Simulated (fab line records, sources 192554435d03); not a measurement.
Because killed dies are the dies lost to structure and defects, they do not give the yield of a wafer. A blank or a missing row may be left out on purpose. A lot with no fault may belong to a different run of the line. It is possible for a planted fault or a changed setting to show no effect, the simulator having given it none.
Struck lot and sound lot, side by side / flow n5Finfet / 16 out of 1938 route steps
Sound: the wafers L465.2, L465.3, L465.4. Struck: wafer L478.3 (left out: L478.4, L478.5 of the same lot, which were not struck); the cause appears at the end.
Each step with rows lists, per side, the tool, then ch with its chambers, then its first start. Under that, the readings that differ: sound wafers / struck wafers / difference of the means / sigmas: that difference in standard deviations of wafers without a fault.
alike: readings with means less than 2 such deviations apart, plus words and numbers identical on both sides. not compared: withheld readings, readings lacking a value on some wafer, bounds such as >300 that could conceal the same value, and numbers that have no deviation in the record and whose values overlap.
Wherever a step has rows on one side only, a row that says differs or no value, or a row with sigmas, the two part there. When numbers do not overlap yet have no deviation, they are printed without sigmas and do not part them. A reading missing from all wafers of one side parts the sides only when that side holds two or more wafers.

first, 1 step without rows for these wafers: N5_BEOL_M1_ETCH_41 (etches SiCN in CH3F/O2, target depth 31.9 nm, time 57.8 s).
N5_BEOL_M1_STRIP_97: strips in N2/H2, time 10 s.
  sound: rieDiel-03 ch 0,1,2; struck: rieDiel-03 ch 1
  alike: drypumpMotorCurrentA, h2FlowSccm, oesProductAu, rfVppV, showerheadPlenumPTorr, tempC, throttleValvePct
  not compared: rfHoursCounterH
N5_BEOL_M1_OCD_MEAS_38:
  sound on ocd-02 at day 7 11:06; struck on ocd-01 at day 10 15:34
  alike: trenchDepthNm
then, 4 steps without rows for these wafers: N5_BEOL_M1_HM_STRIP_39 (strips TiN in peroxide tin strip, target depth 25 nm, time 158 s); N5_BEOL_M1_SRD_40 (time 30 s); N5_BEOL_M1_PRECLEAN_42 (cleans in residue remover, time 60 s); N5_BEOL_M1_SRD_43 (time 30 s).
N5_BEOL_M1_CD_MEAS_35: target cd 18 nm, target cd y 21 nm.
  sound on cdSem-02 at day 7 11:15; struck on cdSem-03 at day 10 15:43
  alike: cdNm
then, 1 step without rows for these wafers: N5_BEOL_M1_DEGAS_44 (time 60 s).
N5_BEOL_M1_PRE_CLEAN_45: time 30 s.
  sound on pvdSputter-03 at day 7 11:28; struck on pvdSputter-02 at day 10 15:56
  alike: heaterPowerW
N5_BEOL_M1_ALD_84: deposits TaN, pulse time 2 s, purge time 3 s, co reactant purge time 2 s.
  sound on aldMetal-04 ch 0,2,3, day 7 11:32; struck on aldMetal-04 ch 0, day 10 16:04
  alike: heaterPowerW
N5_BEOL_M1_SURFACE_TREAT_85:
  sound on pvdSputter-02 at day 7 11:51; struck on pvdSputter-01 at day 10 16:18
  not compared: throttleValvePct
N5_BEOL_M1_CVD_47: deposits Co from CCTBA/H2, target thk 3 nm, time 223.8 s.
  sound on cvdCo-02 ch 0,2, day 7 11:55; struck on cvdCo-02 ch 1, day 10 16:25
reading=runLengthS (s); sound=246.5 246.5 246.5; struck=135.0; difference=-111.5; sigmas=-99 or more
N5_BEOL_M1_SPUTTER_48: material Cu, target thk 4.5 nm, time 8.29 s.
  sound on pvdSputter-01 at day 7 12:04; struck on pvdSputter-03 at day 10 16:35
  alike: throttleValvePct
N5_BEOL_M4_RC_MEAS_101:
  sound on prober-01 ch 0, day 9 00:53; struck on prober-02 ch 0, day 12 03:14
reading=DIBL_N (mV/V); sound=35.1 29.7 32.0; struck=37.6; difference=+5.3; sigmas=+2
reading=DIBL_P (mV/V); sound=34.2 28.3 30.9; struck=39.1; difference=+8.0; sigmas=+3
reading=IOFF_N (nA/um); sound=0.13 0.08 0.09; struck=0.19; difference=+0.09; sigmas=+2
reading=IOFF_P (nA/um); sound=0.18 0.12 0.14; struck=0.26; difference=+0.11; sigmas=+3
reading=ION_N (uA/um); sound=652 649 629; struck=685; difference=+42; sigmas=+3
reading=ION_P (uA/um); sound=450 450 442; struck=472; difference=+25; sigmas=+2
reading=VT_N (mV); sound=254 257 259; struck=245; difference=-12; sigmas=-3
reading=VT_P (mV); sound=-254 -259 -257; struck=-246; difference=+11; sigmas=+3
  alike: SS_N, SS_P
after that, 1 step had no rows for these wafers: N5_PASSIVATION_PROBE_49.

## WHERE THEY PART
Earliest at N5_BEOL_M1_CVD_47; latest, in this record, at N5_BEOL_M4_RC_MEAS_101.

WHY: what had been put in by the simulator
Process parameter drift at N5_BEOL_M1_CVD_47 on cvdCo-02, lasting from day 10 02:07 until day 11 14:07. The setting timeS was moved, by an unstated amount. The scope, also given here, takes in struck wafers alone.
